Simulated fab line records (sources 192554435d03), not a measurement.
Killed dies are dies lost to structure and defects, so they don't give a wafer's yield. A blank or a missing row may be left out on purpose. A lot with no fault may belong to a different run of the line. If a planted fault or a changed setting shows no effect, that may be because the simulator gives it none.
Split-lot trial ; flow n5 finfet ; on a route of 1938 steps: 7 lots, 21 wafers read

## THE SPLIT ITSELF
At N5_FIN_SAQP_ETCH_64 (etches SiO2 in CF4, target depth 1.5 nm), the setting bias w was moved away from the recipe's 400 W on 11 of the 21 wafers read, by +6.5% to +16.2%. For the rest of the wafers, this setting stayed at what the recipe calls for.

The split's own step is where the reading is taken.

## THE READING
oes product au, in a.u., at N5_FIN_SAQP_ETCH_64 (etches SiO2 in CF4, target depth 1.5 nm). On this fab line, fault-free wafers typically give 1.000 a.u. with a standard deviation of 0.011 a.u.

wafer;tool, chamber at the split;bias w as run, W;against the recipe;oes product au, a.u.;against lot-mates on the recipe
L079.1;rie si-02, 0;400;recipe;0.997;-
L079.2;rie si-02, 1;464.7;+16.2%;1.043;+0.046
L079.3;rie si-02, 3;464.7;+16.2%;1.019;+0.022
L080.3;rie si-02, 0;454.2;+13.5%;1.030;+0.044
L080.4;rie si-02, 3;400;recipe;0.986;-
L080.6;rie si-02, 0;454.2;+13.5%;1.022;+0.036
L081.1;rie si-02, 2;432.4;+8.1%;1.013;+0.017
L081.4;rie si-02, 1;432.4;+8.1%;1.021;+0.025
L081.6;rie si-02, 0;400;recipe;0.996;-
L082.2;rie si-02, 2;425.9;+6.5%;1.013;+0.013
L082.3;rie si-02, 3;425.9;+6.5%;1.010;+0.010
L082.4;rie si-02, 0;400;recipe;1.000;-
L088.3;rie si-02, 0;400;recipe;1.011;-
L088.4;rie si-02, 3;400;recipe;0.997;-
L088.6;rie si-02, 3;455.6;+13.9%;1.026;+0.022
L096.1;rie si-06, 2;400;recipe;0.992;-
L096.5;rie si-06, 3;400;recipe;0.994;-
L096.6;rie si-06, 2;400;recipe;0.989;-
L097.4;rie si-01, 2;435.1;+8.8%;1.012;+0.014
L097.5;rie si-01, 2;400;recipe;0.998;-
L097.6;rie si-01, 3;435.1;+8.8%;1.017;+0.019

FIT RESULTS
A straight line over all 21 wafers: oes product au changes by +0.0022 a.u. for each +1% of bias w; r = +0.91; the points scatter about the line by 0.0065 a.u.
The same after taking each lot's own level away (the mean of its wafers on the recipe; 21 wafers): +0.00227 a.u. for each +1%; r = +0.91; scatter 0.0065 a.u.
On that fit, the largest move of bias w shifts the reading by 0.037 a.u.
Across the lots, their own levels run from 0.9860 to 1.0040 a.u., a range of 1.6 times the standard deviation given above.
Hence the lot-to-lot level has little effect on the slope; both slopes agree.
Check: +0.0342 a.u. against its lot-mates is what the line predicts for one of the wafers moved furthest among these (+16.2%) when that wafer is left out of the fit. Against them it came out at +0.046 a.u.
Tool readings at the split's step, against how far the setting was moved: oes product au r = +0.91.

## OTHER SPLITS APPLIED TO THESE WAFERS
Before the reading, these wafers also passed through other splits. Each is held against what the fit with the lots' levels taken away leaves over:
other split on the same wafers;wafers away from the commonest value;r with oes product au (lot level and that fit taken away)
N5_WELL_APT_EXPOSE_05 dose mj;4;+0.19
N5_WELL_APT_COAT_19 spin rpm;6;-0.05
N5_FIN_SAQP_HM_DEP_03 time s;6;-0.40
N5_FIN_SAQP_EXPOSE_13 dose mj;10;+0.33
N5_FIN_SAQP_SPACER2_ALD_28 temp c;6;-0.10

## THE WHOLE CHAIN: every reading that the file lists as answering this split, in the file's order
step;what it does;reading;change (the file's fit);r (the file's)
N5_FIN_SAQP_ETCH_64;etches SiO2 in CF4, target depth 1.5 nm;oes product au;+0.00219 a.u. for each +1% of the setting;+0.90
N5_FIN_SAQP_ETCH_64;etches SiO2 in CF4, target depth 1.5 nm;etch.depth nm (the simulator's own value, which no gauge read);+0.00518 nm for each +1% of the setting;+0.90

## THE FILE'S OWN FIT
oes product au changes by +0.00219 a.u. for each +1% of bias w, r = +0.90.
